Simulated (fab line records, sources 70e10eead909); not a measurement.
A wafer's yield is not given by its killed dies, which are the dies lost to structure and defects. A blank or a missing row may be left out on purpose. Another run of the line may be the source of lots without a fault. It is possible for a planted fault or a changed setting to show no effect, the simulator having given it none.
Which tool is to blame?	flow nandHarc	24 lots, 72 wafers sampled, at 1 step of a route of 1302

== WHAT EACH GAUGE READ, for each wafer ==
NHARC_A_BLC_INSPECT_28. Usual: rawDefectCount 515, standard deviation 120.
lot	measured	on	rawDefectCount	flag
L074	day 23 02:17	defectInspect-02	475 691 586	
L077	day 23 17:16	defectInspect-02	397 347 498	
L076	day 23 18:36	defectInspect-02	350 387 507	
L075	day 23 20:58	defectInspect-01	444 420 383	
L078	day 24 05:16	defectInspect-01	985 521 449	
L079	day 25 05:16	defectInspect-02	453 512 533	
L080	day 25 10:13	defectInspect-01	596 586 620	
L081	day 25 20:16	defectInspect-02	354 491 526	
L082	day 26 15:50	defectInspect-02	542 600 697	
L086	day 27 04:02	defectInspect-01	486 619 513	
L085	day 27 04:32	defectInspect-01	554 539 733	
L084	day 27 06:36	defectInspect-02	660 603 635	
L083	day 27 10:12	defectInspect-02	450 512 443	
L089	day 28 12:23	defectInspect-02	443 521 404	
L088	day 28 16:59	defectInspect-02	507 406 378	
L087	day 28 18:28	defectInspect-02	370 406 502	
L091	day 29 15:21	defectInspect-01	638 621 487	
L090	day 30 07:35	defectInspect-02	399 444 415	
L093	day 30 12:10	defectInspect-01	520 482 523	
L092	day 30 22:33	defectInspect-01	459 341 397	
L094	day 31 11:40	defectInspect-02	477 614 576	
L095	day 31 18:03	defectInspect-02	560 592 660	
L096	day 32 06:29	defectInspect-01	520 443 547	
L097	day 32 11:36	defectInspect-01	534 363 550	

== TOOL THAT RAN EACH LOT (tool first, then ch and the chambers of the sampled wafers, then the start) ==
Before these readings, the record contains no process step.

== WHAT THE TOOLS THEMSELVES READ (means of the sampled wafers that have a number; where no wafer has one, the mark that the record gives instead) ==
The record holds no such reading with a usual standard deviation.

== THE ANSWER, worked out from the rows above alone ==
Rule: lot off if the mean of its wafers having a number is beyond 3 standard deviations from the usual mean. Also off: a lot with no number at a reading for which 4 or more lots have one. Where the step has rows for the other lots, those lots are counted as sound. Order of review: gauges by route order, followed by the tools' own readings, for which a lot's mean as printed above is used. The first step at which some lot is off is used, and at that step the reading that is off furthest; a lot without a number counts as furthest.
Nothing can be told from this: no lot is off at any reading shown.

== WHAT THE SIMULATOR HAD INSERTED ==
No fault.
